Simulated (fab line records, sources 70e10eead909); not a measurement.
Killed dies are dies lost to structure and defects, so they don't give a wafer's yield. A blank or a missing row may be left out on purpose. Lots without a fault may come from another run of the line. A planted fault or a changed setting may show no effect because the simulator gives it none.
fab line records | flow nand_harc
record lots=5 wafers=15 last_day=29
route steps=1302 shown A_WL_FILL@982 A_CONTACT@983
lots that met no fault: from a run of the same line without faults
start_h: hours from the record's first day to the start of the lot's first wafer shown | wait_h: hours since the lot's step before | " the same as in the row above | L1.1+2: a row that stands for several wafers | - no value, or no start given | * or withheld: withheld | < > ~ a bound
route shown NAME@n: a module of which the file shows steps, and the number in the route of the first | usual: mean/standard deviation of fault-free wafers | same: alike in all rows | chamber/n: place in a boat | sites: the reading at each site | _std_site: their standard deviation | _edge_site: outer sites' mean less inner sites' | radius_mm: how far each site lies from the wafer's centre | mask NAME#n: copy n | behind: the tool/chamber that last shaped the wafer | hold: why the lot was held/for how many hours/how that ended | device: the transistor (n, p or np) that didn't switch | end of line: the same wafers' tests at the end of the route | a step without rows: its recipe alone | killed: dies lost to structure and defects at the first sort, not the wafer's yield | map: a wafer's dies, x killed, . not, _ none there
set.NAME: the setting as run; set.NAME@STEP: as run at that earlier step | model.NAME: the simulator's own value behind a step, which no gauge read
lots at some steps of the route; a table a step, a row a wafer
services: from which hour (start_h, from the record's first day; less than 0 if before it) a tool's chamber was out of use, for how many hours, and why
## steps
# step NHARC_A_WL_FILL_INSPECT_15
# usual raw_defect_count=469/110
# columns lot.wafer tool chamber start_h wait_h raw_defect_count
L074.4 defect_inspect-02 - 488.19 0.0 540
L074.5 " - " " 445
L074.6 " - " " 407
L075.3 defect_inspect-01 - 488.28 0.0 338
L075.5 " - " " 418
L075.6 " - " " 396
L078.2 defect_inspect-02 - 519.64 0.0 452
L078.3 " - " " 683
L078.6 " - " " 531
L081.1 defect_inspect-01 - 553.73 0.0 371
L081.4 " - " " 364
L081.5 " - " " 293
L086.1 defect_inspect-02 - 611.84 0.0 448
L086.4 " - " " 445
L086.6 " - " " 560
# step NHARC_A_CONTACT_DEP_24
# recipe target_thk_a=5000 temp_c=400 pressure_torr=6.5 rf_w=900 teos_flow_sccm=161.4 flow_sccm=2650 target_thk_nm=500 gas=O2 material=SiO2
# usual heater_power_w=588/87 throttle_valve_pct=16.1/0.42
# columns lot.wafer tool chamber start_h wait_h heater_power_w throttle_valve_pct
L075.3 pecvd-04 1 488.34 0.1 553 15.0
L075.5 " 1 " " 586 15.3
L075.6 " 0 " " 461 15.6
L074.5 pecvd-03 2 488.43 0.2 695 16.3
L074.4 " 0 " " 462 16.1
L074.6 " 1 " " 609 16.1
L078.2 pecvd-03 0 519.77 0.1 515 16.3
L078.3 " 1 " " 634 15.8
L078.6 " 1 " " 647 15.8
L081.1 pecvd-02 0 553.87 0.1 712 16.4
L081.4 " 2 " " 479 15.9
L081.5 " 0 " " 530 16.2
L086.1 pecvd-03 1 611.91 0.1 620 15.9
L086.4 " 1 " " 644 15.5
L086.6 " 2 " " 609 16.6
# step NHARC_A_CONTACT_DEP_28
# recipe target_thk_a=70000 temp_c=400 material=aC
# usual throttle_valve_pct=35.001/0.0083
# columns lot.wafer tool chamber start_h wait_h throttle_valve_pct
L075.3 acl_dep-02 0 491.14 2.2 34.999
L075.5 " 0 492.54 3.6 35.000
L075.6 " 0 " " 35.015
L074.4 acl_dep-01 0 491.59 2.8 35.007
L074.5 " 0 " " 34.994
L074.6 " 0 " " 35.008
L078.2 acl_dep-01 0 523.48 3.2 34.995
L078.3 " 0 " " 35.011
L078.6 " 0 526.29 6.0 34.994
L081.1 acl_dep-03 0 555.23 0.9 35.010
L081.4 " 0 557.30 2.9 35.013
L081.5 " 0 " " 35.005
L086.1 acl_dep-03 0 613.05 0.6 34.997
L086.4 " 0 615.14 2.7 35.009
L086.6 " 0 616.53 4.1 35.007
# step NHARC_A_CONTACT_DEP_29
# recipe target_thk_a=1000 target_thk_nm=100 temp_c=400 pressure_torr=3.5 flow_sccm=200 rf_w=350 material=SiON
# usual heater_power_w=781/79
# columns lot.wafer tool chamber start_h wait_h heater_power_w
L074.6 pecvd-02 2 493.79 0.1 703
L074.5 " 0 " " 910
L074.4 " 1 " " 848
L075.3 pecvd-04 2 493.99 2.2 900
L075.5 " 2 " " 739
L075.6 " 0 " " 747
L078.3 pecvd-03 0 527.05 2.2 823
L078.2 " 1 " " 739
L078.6 " 2 " " 834
L081.1 pecvd-04 1 559.44 3.5 683
L081.4 " 2 " " 855
L081.5 " 0 " " 640
L086.1 pecvd-03 2 617.27 3.5 836
L086.6 " 2 " " 820
L086.4 " 0 " " 802
# step NHARC_A_CONTACT_DEHYDRATE_32
# recipe temp_c=150 time_s=120
# usual chill_plate_temp_C=22.99/0.12
# same time_s=120
# columns lot.wafer tool chamber start_h wait_h chill_plate_temp_C
L074.4 litho_track-04 0 493.98 0.1 22.90
L074.5 " 0 " " 22.84
L074.6 " 0 " " 22.77
L075.3 litho_track-06 0 494.24 0.2 22.82
L075.5 " 0 " " 22.83
L075.6 " 0 " " 22.91
L078.2 litho_track-04 0 527.29 0.2 22.96
L078.3 " 0 " " 22.90
L078.6 " 0 " " 22.98
L081.1 litho_track-01 0 559.65 0.2 23.04
L081.4 " 0 " " 23.02
L081.5 " 0 " " 23.19
L086.1 litho_track-06 0 617.51 0.2 23.15
L086.4 " 0 " " 23.20
L086.6 " 0 " " 23.08
# step NHARC_A_CONTACT_HMDS_33
# recipe time_s=30
# usual chill_plate_temp_C=23.03/0.095
# same time_s=30
# columns lot.wafer tool chamber start_h wait_h chill_plate_temp_C
L074.4 litho_track-04 0 - - 22.93
L074.5 " 0 " " 22.96
L074.6 " 0 " " 22.80
L075.3 litho_track-06 0 - - 23.04
L075.5 " 0 " " 23.17
L075.6 " 0 " " 22.97
L078.2 litho_track-04 0 - - 23.06
L078.3 " 0 " " 23.06
L078.6 " 0 " " 23.10
L081.1 litho_track-01 0 - - 22.92
L081.4 " 0 " " 23.06
L081.5 " 0 " " 22.95
L086.1 litho_track-06 0 - - 22.99
L086.4 " 0 " " 23.05
L086.6 " 0 " " 23.13
# step NHARC_A_CONTACT_COAT_34
# recipe temp_c=260 time_s=75
# usual chill_plate_temp_C=23.00/0.1
# same time_s=75
# columns lot.wafer tool chamber start_h wait_h chill_plate_temp_C
L074.4 litho_track-04 0 - - 23.18
L074.5 " 0 " " 22.90
L074.6 " 0 " " 23.03
L075.3 litho_track-06 0 - - 23.18
L075.5 " 0 " " 23.28
L075.6 " 0 " " 23.06
L078.2 litho_track-04 0 - - 22.89
L078.3 " 0 " " 22.96
L078.6 " 0 " " 22.84
L081.1 litho_track-01 0 - - 22.99
L081.4 " 0 " " 22.85
L081.5 " 0 " " 23.11
L086.1 litho_track-06 0 - - 23.12
L086.4 " 0 " " 23.06
L086.6 " 0 " " 23.06
# step NHARC_A_CONTACT_COAT_35
# recipe temp_c=225 time_s=65
# usual chill_plate_temp_C=23.01/0.1
# same time_s=65
# columns lot.wafer tool chamber start_h wait_h chill_plate_temp_C
L074.4 litho_track-04 0 - - 23.13
L074.5 " 0 " " 23.13
L074.6 " 0 " " 23.06
L075.3 litho_track-06 0 - - 23.07
L075.5 " 0 " " 23.10
L075.6 " 0 " " 23.02
L078.2 litho_track-04 0 - - 23.02
L078.3 " 0 " " 22.92
L078.6 " 0 " " 22.92
L081.1 litho_track-01 0 - - 23.05
L081.4 " 0 " " 22.96
L081.5 " 0 " " 23.05
L086.1 litho_track-06 0 - - 23.12
L086.4 " 0 " " 23.15
L086.6 " 0 " " 23.02
# step NHARC_A_CONTACT_COAT_36
# recipe spin_rpm=1500 resist_thk_nm=90
# usual chill_plate_temp_C=22.98/0.098
# columns lot.wafer tool chamber start_h wait_h chill_plate_temp_C
L074.4 litho_track-04 0 - - 23.03
L074.5 " 0 " " 23.06
L074.6 " 0 " " 23.16
L075.3 litho_track-06 0 - - 22.92
L075.5 " 0 " " 23.02
L075.6 " 0 " " 23.08
L078.2 litho_track-04 0 - - 22.76
L078.3 " 0 " " 22.90
L078.6 " 0 " " 22.79
L081.1 litho_track-01 0 - - 22.95
L081.4 " 0 " " 23.00
L081.5 " 0 " " 23.04
L086.1 litho_track-06 0 - - 22.98
L086.4 " 0 " " 23.11
L086.6 " 0 " " 23.04
# step NHARC_A_CONTACT_SOFTBAKE_37
# recipe temp_c=105 time_s=55
# usual chill_plate_temp_C=23.04/0.1
# same time_s=55
# columns lot.wafer tool chamber start_h wait_h chill_plate_temp_C
L074.4 litho_track-04 0 - - 23.04
L074.5 " 0 " " 23.04
L074.6 " 0 " " 23.12
L075.3 litho_track-06 0 - - 23.10
L075.5 " 0 " " 22.98
L075.6 " 0 " " 23.08
L078.2 litho_track-04 0 - - 23.00
L078.3 " 0 " " 23.08
L078.6 " 0 " " 23.07
L081.1 litho_track-01 0 - - 23.00
L081.4 " 0 " " 23.16
L081.5 " 0 " " 23.14
L086.1 litho_track-06 0 - - 23.09
L086.4 " 0 " " 23.24
L086.6 " 0 " " 23.05
# step NHARC_A_CONTACT_EBR_38
# usual chill_plate_temp_C=22.99/0.092
# columns lot.wafer tool chamber start_h wait_h chill_plate_temp_C
L074.4 litho_track-04 0 - - 23.01
L074.5 " 0 " " 23.06
L074.6 " 0 " " 22.90
L075.3 litho_track-06 0 - - 22.99
L075.5 " 0 " " 22.92
L075.6 " 0 " " 22.89
L078.2 litho_track-04 0 - - 23.05
L078.3 " 0 " " 23.15
L078.6 " 0 " " 22.94
L081.1 litho_track-01 0 - - 22.96
L081.4 " 0 " " 23.19
L081.5 " 0 " " 23.19
L086.1 litho_track-06 0 - - 23.13
L086.4 " 0 " " 23.02
L086.6 " 0 " " 22.91
# step NHARC_A_CONTACT_EXPOSE_39
# recipe na=1.35 sigma_outer=0.8 dose_mj=58.79 mask_id=A_CC_3
# columns lot.wafer tool chamber start_h wait_h mask
L074.4+5+6 arfi_scanner-02 0 494.30 - A_CC_3#0
L075.3+5+6 arfi_scanner-03 0 494.56 - A_CC_3#0
L078.2+3+6 arfi_scanner-03 0 527.60 - A_CC_3#0
L081.1+4+5 arfi_scanner-03 0 559.96 - A_CC_3#0
L086.1+4+6 arfi_scanner-02 0 617.83 - A_CC_3#0
# step NHARC_A_CONTACT_PEB_40
# recipe peb_temp_c=100 peb_time_s=65
# usual chill_plate_temp_C=23.01/0.11
# same peb_time_s=65
# columns lot.wafer tool chamber start_h wait_h chill_plate_temp_C
L074.4 litho_track-01 0 494.35 0.0 23.08
L074.5 " 0 " " 23.02
L074.6 " 0 " " 23.15
L075.3 litho_track-04 0 494.61 0.0 23.05
L075.5 " 0 " " 23.22
L075.6 " 0 " " 23.10
L078.2 litho_track-04 0 527.66 0.1 23.09
L078.3 " 0 " " 23.11
L078.6 " 0 " " 22.99
L081.1 litho_track-01 0 560.02 0.1 23.00
L081.4 " 0 " " 23.04
L081.5 " 0 " " 23.16
L086.1 litho_track-06 0 617.89 0.1 22.98
L086.4 " 0 " " 23.01
L086.6 " 0 " " 23.19
# step NHARC_A_CONTACT_DEVELOP_41
# recipe develop_time_s=35 dev_temp_c=23
# usual chill_plate_temp_C=23.03/0.1
# columns lot.wafer tool chamber start_h wait_h chill_plate_temp_C
L074.4 litho_track-01 0 - - 23.03
L074.5 " 0 " " 22.93
L074.6 " 0 " " 23.27
L075.3 litho_track-04 0 - - 23.11
L075.5 " 0 " " 23.02
L075.6 " 0 " " 23.05
L078.2 litho_track-04 0 - - 23.24
L078.3 " 0 " " 22.98
L078.6 " 0 " " 23.08
L081.1 litho_track-01 0 - - 23.18
L081.4 " 0 " " 23.04
L081.5 " 0 " " 23.17
L086.1 litho_track-06 0 - - 22.98
L086.4 " 0 " " 23.16
L086.6 " 0 " " 23.05
# step NHARC_A_CONTACT_CD_MEAS_42
# recipe target_cd_nm=300 landing_energy_ev=500
# usual cd_nm=299.8/0.41
# columns lot.wafer tool chamber start_h wait_h cd_nm
L074.4 cd_sem-03 0 494.43 - 299.7
L074.5 " 0 " " 299.7
L074.6 " 0 " " 299.8
L075.3 cd_sem-03 0 494.69 - 299.4
L075.5 " 0 " " 299.8
L075.6 " 0 " " 300.3
L078.2 cd_sem-02 0 527.74 - 299.6
L078.3 " 0 " " 299.6
L078.6 " 0 " " 299.8
L081.1 cd_sem-01 0 560.10 - 299.7
L081.4 " 0 " " 299.6
L081.5 " 0 " " 299.8
L086.1 cd_sem-03 0 617.97 - 300.9
L086.4 " 0 " " 299.9
L086.6 " 0 " " 300.6
# step NHARC_A_CONTACT_OVL_MEAS_43
# usual overlay_x_nm=0.2/0.88 overlay_y_nm=0.2/0.9
# columns lot.wafer tool chamber start_h wait_h overlay_x_nm overlay_y_nm
L074.4 overlay-01 - 494.52 - 0.4 -1.3
L074.5 " - " " 0.3 -1.1
L074.6 " - " " 0.1 -1.6
L075.3 overlay-02 - 494.78 - 1.1 0.0
L075.5 " - " " 1.0 -0.3
L075.6 " - " " 1.4 -0.3
L078.2 overlay-01 - 527.83 - 0.0 0.0
L078.3 " - " " 0.2 0.3
L078.6 " - " " -0.5 -0.1
L081.1 overlay-02 - 560.19 - -1.0 0.6
L081.4 " - " " -1.8 0.6
L081.5 " - " " -1.6 1.0
L086.1 overlay-02 - 618.06 - 0.2 0.3
L086.4 " - " " -0.2 0.0
L086.6 " - " " 0.2 -0.4
# step NHARC_A_CONTACT_INSPECT_44
# usual raw_defect_count=75/32
# columns lot.wafer tool chamber start_h wait_h raw_defect_count
L074.4 defect_inspect-01 - 494.55 0.0 78
L074.5 " - " " 91
L074.6 " - " " 88
L075.3 defect_inspect-01 - 494.81 0.0 99
L075.5 " - " " 143
L075.6 " - " " 100
L078.2 defect_inspect-01 - 527.87 0.0 109
L078.3 " - " " 107
L078.6 " - " " 117
L081.1 defect_inspect-02 - 560.23 0.0 45
L081.4 " - " " 56
L081.5 " - " " 60
L086.1 defect_inspect-02 - 618.10 0.0 84
L086.4 " - " " 83
L086.6 " - " " 97
# step NHARC_A_CONTACT_DESCUM_47
# recipe time_s=3 o2_flow_sccm=200 ar_flow_sccm=0 bias_power_w=0 chemistry=O2
# usual drypump_motor_current_A=5.7/0.42 oes_product_au=1.001/0.0065 rf_vpp_V=57.8/1.1 showerhead_plenum_p_Torr=1.94/0.1 throttle_valve_pct=11.310/0.0092
# same time_s=3
# columns lot.wafer tool chamber start_h wait_h drypump_motor_current_A oes_product_au rf_hours_counter_h rf_vpp_V showerhead_plenum_p_Torr throttle_valve_pct
L074.4 rie_diel-01 1 494.61 0.1 5.4 1.012 39 57.0 1.86 11.301
L074.5 " 1 " " 5.4 1.000 - 58.2 1.86 11.329
L074.6 " 2 " " 6.1 1.000 - 58.5 2.06 11.318
L075.3 rie_diel-04 3 494.87 0.1 5.4 0.998 37 58.7 2.06 11.300
L075.6 " 3 " " 5.5 1.006 - 57.5 2.06 11.303
L075.5 " 0 " " 6.2 0.995 - 58.2 1.81 11.303
L078.2 rie_diel-01 1 528.01 0.1 5.4 0.993 53 56.9 1.85 11.298
L078.3 " 3 " " 5.9 1.000 49 57.1 2.04 11.312
L078.6 " 2 " " 6.1 1.006 - 56.8 2.06 11.322
L081.4 rie_diel-05 3 560.29 0.1 5.2 1.012 25 56.7 2.07 11.315
L081.1 " 0 " " 6.0 0.998 18 59.2 1.90 11.312
L081.5 " 3 " " 5.2 0.998 - 58.7 2.07 11.322
L086.1 rie_diel-05 0 618.17 0.1 6.0 1.001 4 57.0 1.89 11.315
L086.4 " 2 " " 5.8 1.010 4 56.7 1.81 11.316
L086.6 " 0 " " 6.0 1.008 - 56.6 1.89 11.309
# step NHARC_A_CONTACT_ETCH_48
# recipe target_depth_a=390 over_etch_frac=0.3 time_s=65 ion_energy_ev=80 cf4_flow_sccm=150 ar_flow_sccm=0 rf_w=300 bias_w=100 chemistry=CF4
# usual drypump_motor_current_A=5.7/0.42 oes_product_au=1.002/0.0064 rf_vpp_V=151.5/1.4 showerhead_plenum_p_Torr=1.78/0.091 throttle_valve_pct=13.282/0.0098
# same time_s=65
# columns lot.wafer tool chamber start_h wait_h drypump_motor_current_A oes_product_au rf_hours_counter_h rf_vpp_V showerhead_plenum_p_Torr throttle_valve_pct
L074.4 rie_diel-01 0 494.74 0.1 5.6 1.004 38 149.6 1.70 13.287
L074.5 " 1 " " 5.4 1.004 - 151.2 1.72 13.281
L074.6 " 2 " " 6.1 1.000 - 153.0 1.90 13.277
L075.3 rie_diel-04 1 494.97 0.1 6.3 1.013 45 151.1 1.71 13.286
L075.6 " 3 " " 5.4 1.015 - 151.0 1.90 13.304
L075.5 " 0 " " 6.2 1.011 - 152.0 1.68 13.301
L078.2 rie_diel-01 0 528.12 0.1 5.6 0.999 52 150.4 1.69 13.295
L078.3 " 1 " " 5.4 1.011 53 150.8 1.72 13.271
L078.6 " 1 " " 5.4 1.009 - 151.2 1.72 13.293
L081.4 rie_diel-05 0 560.37 0.1 6.0 0.986 18 150.1 1.75 13.284
L081.1 " 3 " " 5.2 1.001 25 153.1 1.90 13.263
L081.5 " 0 " " 6.0 0.993 - 150.6 1.75 13.281
L086.4 rie_diel-05 2 618.24 0.1 5.9 1.015 4 150.9 1.68 13.284
L086.1 " 1 " " 5.1 1.004 4 152.6 1.86 13.275
L086.6 " 2 " " 5.8 1.008 - 150.0 1.68 13.297
# step NHARC_A_CONTACT_ETCH_49
# recipe target_depth_a=2600 over_etch_frac=0.3 time_s=475.3 ion_energy_ev=200 n2_flow_sccm=150 h2_flow_sccm=150 ar_flow_sccm=0 rf_w=400 bias_w=150 chemistry=N2/H2
# usual drypump_motor_current_A=5.8/0.43 n2_flow_sccm=150.0/0.48 oes_product_au=1.002/0.007 rf_vpp_V=431/3.2 showerhead_plenum_p_Torr=2.06/0.12 throttle_valve_pct=14.172/0.0088
# same time_s=475.3
# columns lot.wafer tool chamber start_h wait_h drypump_motor_current_A n2_flow_sccm oes_product_au rf_hours_counter_h rf_vpp_V showerhead_plenum_p_Torr throttle_valve_pct
L074.4 rie_diel-01 2 - - 6.1 149.1 1.015 39 435 2.20 14.166
L074.5 " 1 " " 5.4 149.8 1.008 - 430 1.98 14.170
L074.6 " 2 " " 6.1 148.5 1.007 - 436 2.20 14.164
L075.3 rie_diel-04 3 - - 5.5 149.9 0.999 37 435 2.20 14.159
L075.6 " 2 " " 6.3 149.8 0.996 - 431 2.09 14.185
L075.5 " 3 " " 5.5 150.1 1.000 - 435 2.20 14.171
L078.3 rie_diel-01 3 - - 5.9 150.0 1.012 49 433 2.18 14.159
L078.2 " 1 " " 5.4 150.6 1.006 53 429 1.97 14.174
L078.6 " 3 " " 5.9 150.1 1.003 - 435 2.18 14.171
L081.4 rie_diel-05 2 - - 5.9 150.0 0.999 21 428 1.92 14.185
L081.1 " 0 " " 6.0 149.1 1.006 18 431 2.02 14.148
L081.5 " 1 " " 5.1 150.9 1.000 - 434 2.17 14.178
L086.1 rie_diel-05 3 - - 5.2 149.9 1.007 4 436 2.21 14.168
L086.4 " 0 " " 6.0 149.5 1.002 4 430 2.02 14.170
L086.6 " 1 " " 5.1 150.0 1.000 - 434 2.16 14.169
# step NHARC_A_CONTACT_ETCH_50
# recipe target_depth_a=1210 time_s=60.5 cf4_flow_sccm=100 chf3_flow_sccm=30 ar_flow_sccm=0 rf_w=500 bias_w=200 chemistry=CF4/CHF3
# usual drypump_motor_current_A=5.7/0.42 oes_product_au=0.948/0.023 rf_vpp_V=371.0/2.8 showerhead_plenum_p_Torr=1.58/0.081 throttle_valve_pct=16.802/0.0093
# same time_s=60.5
# columns lot.wafer tool chamber start_h wait_h drypump_motor_current_A oes_product_au rf_hours_counter_h rf_vpp_V showerhead_plenum_p_Torr throttle_valve_pct
L074.4 rie_diel-01 0 - - 5.7 0.927 39 368.4 1.51 16.799
L074.5 " 3 " " 5.9 0.920 - 374.1 1.68 16.796
L074.6 " 0 " " 5.7 0.919 - 367.8 1.51 16.798
L075.3 rie_diel-04 2 - - 6.3 0.921 46 370.9 1.61 16.805
L075.5 " 0 " " 6.2 0.923 - 367.7 1.50 16.802
L075.6 " 1 " " 6.3 0.921 - 369.5 1.52 16.783
L078.2 rie_diel-01 3 - - 5.9 0.931 49 374.7 1.67 16.812
L078.3 " 0 " " 5.7 0.933 52 368.1 1.51 16.786
L078.6 " 3 " " 5.9 0.922 - 371.8 1.67 16.808
L081.4 rie_diel-05 3 - - 5.2 0.952 25 374.2 1.69 16.778
L081.1 " 1 " " 5.0 0.978 20 374.7 1.66 16.794
L081.5 " 3 " " 5.2 0.969 - 374.9 1.69 16.796
L086.1 rie_diel-05 1 - - 5.0 0.973 4 375.3 1.66 16.800
L086.4 " 3 " " 5.2 0.964 4 375.9 1.69 16.812
L086.6 " 1 " " 5.1 0.960 - 374.9 1.66 16.809
# step NHARC_A_CONTACT_ETCH_51
# recipe target_depth_a=70000 over_etch_frac=0.3 time_s=1820 ion_energy_ev=150 o2_flow_sccm=400 cos_flow_sccm=20 ar_flow_sccm=0 rf_w=500 bias_w=300 chemistry=O2/COS
# usual drypump_motor_current_A=5.8/0.42 oes_product_au=1.002/0.0065 rf_vpp_V=314.7/2.5 showerhead_plenum_p_Torr=3.15/0.16 throttle_valve_pct=28.330/0.0091
# same time_s=1820
# columns lot.wafer tool chamber start_h wait_h drypump_motor_current_A oes_product_au rf_hours_counter_h rf_vpp_V showerhead_plenum_p_Torr throttle_valve_pct
L074.4 rie_diel-01 3 - - 6.0 1.006 35 319.5 3.32 28.342
L074.5 " 3 " " 6.0 0.996 - 316.3 3.32 28.331
L074.6 " 0 " " 5.6 1.006 - 312.2 2.99 28.332
L075.3 rie_diel-04 1 - - 6.3 0.992 46 312.2 3.01 28.334
L075.5 " 1 " " 6.3 0.990 - 313.3 3.01 28.322
L075.6 " 2 " " 6.3 1.004 - 314.9 3.19 28.337
L078.3 rie_diel-01 3 - - 5.9 1.004 49 315.8 3.32 28.332
L078.2 " 0 " " 5.7 1.000 53 312.0 2.99 28.329
L078.6 " 3 " " 5.9 1.002 - 317.1 3.32 28.334
L081.1 rie_diel-05 3 - - 5.2 1.007 25 318.4 3.36 28.328
L081.4 " 0 " " 6.0 0.994 18 314.2 3.09 28.307
L081.5 " 2 " " 5.9 0.993 - 312.1 2.96 28.318
L086.1 rie_diel-05 2 - - 5.9 1.003 5 313.1 2.96 28.326
L086.4 " 3 " " 5.2 1.004 5 316.3 3.35 28.332
L086.6 " 2 " " 5.8 1.002 - 310.8 2.96 28.328
# step NHARC_A_CONTACT_ETCH_111
# recipe source_w=withheld pressure_mtorr=20 bias_v=withheld time_s=140 target_depth_a=7000 ar_flow_sccm=withheld c4f8_flow_sccm=withheld o2_flow_sccm=withheld chemistry=C4F8/O2/Ar
# same time_s=140
# columns lot.wafer tool chamber start_h wait_h rf_hours_counter_h
L074.4 har_cap_etch-03 1 496.55 - -
L074.5 " 0 " " -
L074.6 " 1 " " -
L075.3 har_cap_etch-01 0 496.79 - -
L075.6 " 1 " " -
L075.5 " 0 " " -
L078.2 har_cap_etch-02 1 529.89 - 91
L078.3 " 0 " " -
L078.6 " 1 " " -
L081.1 har_cap_etch-02 1 562.16 - 94
L081.4 " 0 " " -
L081.5 " 0 " " -
L086.1 har_cap_etch-03 0 619.99 - 63
L086.4 " 0 " " -
L086.6 " 1 " " -
# step NHARC_A_CONTACT_ETCH_112
# recipe source_w=withheld pressure_mtorr=20 bias_v=3000 time_s=190 target_depth_a=18500 ar_flow_sccm=withheld c4f8_flow_sccm=withheld o2_flow_sccm=withheld chemistry=C4F8/O2/Ar
# same time_s=190
# columns lot.wafer tool chamber start_h wait_h rf_hours_counter_h
L074.4 har_cap_etch-03 1 496.73 0.2 -
L074.5 " 0 " " -
L074.6 " 1 " " -
L075.3 har_cap_etch-01 0 496.98 0.1 -
L075.6 " 1 " " -
L075.5 " 0 " " -
L078.2 har_cap_etch-02 1 530.09 0.2 91
L078.3 " 0 " " -
L078.6 " 1 " " -
L081.1 har_cap_etch-02 1 562.43 0.2 95
L081.4 " 0 " " -
L081.5 " 0 " " -
L086.1 har_cap_etch-03 0 620.19 0.2 63
L086.4 " 0 " " -
L086.6 " 1 " " -
# step NHARC_A_CONTACT_ETCH_113
# recipe source_w=withheld pressure_mtorr=20 bias_v=3000 time_s=190 target_depth_a=18500 ar_flow_sccm=withheld c4f8_flow_sccm=withheld o2_flow_sccm=withheld chemistry=C4F8/O2/Ar
# same time_s=190
# columns lot.wafer tool chamber start_h wait_h rf_hours_counter_h
L074.4 har_cap_etch-03 1 496.90 0.1 -
L074.5 " 0 " " -
L074.6 " 1 " " -
L075.3 har_cap_etch-01 0 497.15 0.1 -
L075.6 " 1 " " -
L075.5 " 0 " " -
L078.2 har_cap_etch-02 1 530.26 0.1 91
L078.3 " 0 " " -
L078.6 " 1 " " -
L081.1 har_cap_etch-02 1 562.65 0.2 95
L081.4 " 0 " " -
L081.5 " 0 " " -
L086.1 har_cap_etch-03 0 620.36 0.1 63
L086.4 " 0 " " -
L086.6 " 1 " " -
# step NHARC_A_CONTACT_ETCH_114
# recipe source_w=withheld pressure_mtorr=20 bias_v=3000 time_s=190 target_depth_a=18500 ar_flow_sccm=withheld c4f8_flow_sccm=withheld o2_flow_sccm=withheld chemistry=C4F8/O2/Ar
# same time_s=190
# columns lot.wafer tool chamber start_h wait_h rf_hours_counter_h
L074.4 har_cap_etch-03 1 497.07 0.1 -
L074.5 " 0 " " -
L074.6 " 1 " " -
L075.3 har_cap_etch-01 0 497.32 0.1 -
L075.6 " 1 " " -
L075.5 " 0 " " -
L078.2 har_cap_etch-02 1 530.43 0.1 91
L078.3 " 0 " " -
L078.6 " 1 " " -
L081.1 har_cap_etch-02 1 562.87 0.2 95
L081.4 " 0 " " -
L081.5 " 0 " " -
L086.1 har_cap_etch-03 0 620.53 0.1 63
L086.4 " 0 " " -
L086.6 " 1 " " -
# step NHARC_A_CONTACT_ETCH_115
# recipe source_w=withheld pressure_mtorr=20 bias_v=3000 time_s=190 target_depth_a=18500 ar_flow_sccm=withheld c4f8_flow_sccm=withheld o2_flow_sccm=withheld chemistry=C4F8/O2/Ar
# same time_s=190
# columns lot.wafer tool chamber start_h wait_h rf_hours_counter_h
L074.4 har_cap_etch-03 1 497.25 0.1 -
L074.5 " 0 " " -
L074.6 " 1 " " -
L075.3 har_cap_etch-01 0 497.49 0.1 -
L075.6 " 1 " " -
L075.5 " 0 " " -
L078.2 har_cap_etch-02 1 530.60 0.1 91
L078.3 " 0 " " -
L078.6 " 1 " " -
L081.1 har_cap_etch-02 1 563.10 0.2 95
L081.4 " 0 " " -
L081.5 " 0 " " -
L086.1 har_cap_etch-03 0 620.70 0.1 63
L086.4 " 0 " " -
L086.6 " 1 " " -
# step NHARC_A_CONTACT_ETCH_116
# recipe source_w=withheld pressure_mtorr=20 bias_v=3000 time_s=190 target_depth_a=18500 ar_flow_sccm=withheld c4f8_flow_sccm=withheld o2_flow_sccm=withheld chemistry=C4F8/O2/Ar
# same time_s=190
# columns lot.wafer tool chamber start_h wait_h rf_hours_counter_h
L074.4 har_cap_etch-03 1 497.42 0.1 -
L074.5 " 0 " " -
L074.6 " 1 " " -
L075.3 har_cap_etch-01 0 497.66 0.1 -
L075.6 " 1 " " -
L075.5 " 0 " " -
L078.2 har_cap_etch-02 1 530.77 0.1 92
L078.3 " 0 " " -
L078.6 " 1 " " -
L081.1 har_cap_etch-02 1 563.33 0.2 95
L081.4 " 0 " " -
L081.5 " 0 " " -
L086.1 har_cap_etch-03 0 620.87 0.1 63
L086.4 " 0 " " -
L086.6 " 1 " " -
# step NHARC_A_CONTACT_ETCH_117
# recipe source_w=withheld pressure_mtorr=20 bias_v=3000 time_s=190 target_depth_a=18500 ar_flow_sccm=withheld c4f8_flow_sccm=withheld o2_flow_sccm=withheld chemistry=C4F8/O2/Ar
# same time_s=190
# columns lot.wafer tool chamber start_h wait_h rf_hours_counter_h
L074.4 har_cap_etch-03 1 497.59 0.1 -
L074.5 " 0 " " -
L074.6 " 1 " " -
L075.3 har_cap_etch-01 0 497.83 0.1 -
L075.6 " 1 " " -
L075.5 " 0 " " -
L078.2 har_cap_etch-02 1 530.94 0.1 92
L078.3 " 0 " " -
L078.6 " 1 " " -
L081.1 har_cap_etch-02 1 563.56 0.2 95
L081.4 " 0 " " -
L081.5 " 0 " " -
L086.1 har_cap_etch-03 0 621.04 0.1 63
L086.4 " 0 " " -
L086.6 " 1 " " -
# step NHARC_A_CONTACT_ETCH_118
# recipe source_w=withheld pressure_mtorr=20 bias_v=3000 time_s=190 target_depth_a=18500 ar_flow_sccm=withheld c4f8_flow_sccm=withheld o2_flow_sccm=withheld chemistry=C4F8/O2/Ar
# same time_s=190
# columns lot.wafer tool chamber start_h wait_h rf_hours_counter_h
L074.4 har_cap_etch-03 1 497.77 0.1 -
L074.5 " 0 " " -
L074.6 " 1 " " -
L075.3 har_cap_etch-01 0 498.00 0.1 -
L075.6 " 1 " " -
L075.5 " 0 " " -
L078.2 har_cap_etch-02 1 531.11 0.1 92
L078.3 " 0 " " -
L078.6 " 1 " " -
L081.1 har_cap_etch-02 1 563.79 0.2 96
L081.4 " 0 " " -
L081.5 " 0 " " -
L086.1 har_cap_etch-03 0 621.21 0.1 64
L086.4 " 0 " " -
L086.6 " 1 " " -
## services
# columns tool chamber start_h hours kind
rie_diel-05 0 474.43 13.5 repair
rie_diel-04 - 475.32 1.2 repair
rie_diel-05 2 479.30 6.4 repair
acl_dep-03 - 482.60 13.0 pm
arfi_scanner-02 - 484.00 4.0 pm
rie_diel-05 - 494.31 0.5 repair
har_cap_etch-01 - 499.30 17.0 pm
litho_track-01 - 505.01 7.0 pm
rie_diel-01 1 507.78 6.3 repair
rie_diel-05 0 511.09 9.4 repair
har_cap_etch-01 - 521.88 0.6 repair
rie_diel-01 - 523.00 1.1 repair
litho_track-06 - 529.00 7.0 pm
rie_diel-04 2 529.53 12.9 repair
rie_diel-04 - 532.24 9.0 pm
arfi_scanner-03 - 540.00 4.0 pm
pecvd-03 - 547.19 13.0 pm
arfi_scanner-03 - 547.71 2.7 repair
litho_track-04 - 553.00 7.0 pm
rie_diel-01 - 560.45 9.0 pm
rie_diel-05 - 583.60 9.0 pm
pecvd-03 2 585.82 4.0 repair
arfi_scanner-03 - 597.80 0.2 repair
pecvd-03 0 603.76 3.6 repair
## key
fault none
